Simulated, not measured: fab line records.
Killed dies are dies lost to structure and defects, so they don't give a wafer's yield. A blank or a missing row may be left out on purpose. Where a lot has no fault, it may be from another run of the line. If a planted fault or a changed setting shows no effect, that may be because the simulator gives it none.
Matching of chambers :: flow n5-finfet :: N5_BEOL_M10_STRIP_36 on rie-diel-04 has 4 sister chambers
The step strips in N2/H2. 4 wafers are shown with their chamber, then 8 later ones without.

WAFERS PAIRED WITH THEIR CHAMBERS
wafer: L592.1
chamber: 0
drypump-motor-current-A (A): 6.2

wafer: L592.2
chamber: 1
drypump-motor-current-A (A): 5.5

wafer: L592.4
chamber: 3
drypump-motor-current-A (A): 5.5

wafer: L593.1
chamber: 2
drypump-motor-current-A (A): 5.1

WAFERS MISSING THEIR CHAMBER
wafer: L593.2
drypump-motor-current-A (A): 6.2

wafer: L593.3
drypump-motor-current-A (A): 5.5

wafer: L594.2
drypump-motor-current-A (A): 6.2

wafer: L594.3
drypump-motor-current-A (A): 5.5

wafer: L594.4
drypump-motor-current-A (A): 6.3

wafer: L598.3
drypump-motor-current-A (A): 5.2

wafer: L598.5
drypump-motor-current-A (A): 5.5

wafer: L598.6
drypump-motor-current-A (A): 6.2

WHICH CHAMBER EACH ONE RAN IN
wafer: L593.2
from the rows above: 0
in truth: 0

wafer: L593.3
from the rows above: can't be placed: 1 or 3
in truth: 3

wafer: L594.2
from the rows above: 0
in truth: 0

wafer: L594.3
from the rows above: can't be placed: 1 or 3
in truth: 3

wafer: L594.4
from the rows above: 0
in truth: 0

wafer: L598.3
from the rows above: 2
in truth: 2

wafer: L598.5
from the rows above: can't be placed: 1 or 3
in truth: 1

wafer: L598.6
from the rows above: 0
in truth: 0
Correctly placed: 5 of 8. Unplaceable from these rows: 3, with the true chamber sitting among the candidates in 3. Placed wrongly: 0.
How it was worked out, from the rows above alone: a wafer's distance from a chamber is the root of the sum, over the readings, of the square of ((its reading less the chamber's mean) divided by the reading's scatter). If the next closest chamber is less than 2 further off than the closest, the wafer can't be placed; otherwise it belongs to the closest. Each chamber's mean is taken over the wafers shown for it. The scatter: with one shown wafer a chamber, the root of the mean of the squares of how far each hidden wafer lies from its nearest shown one.
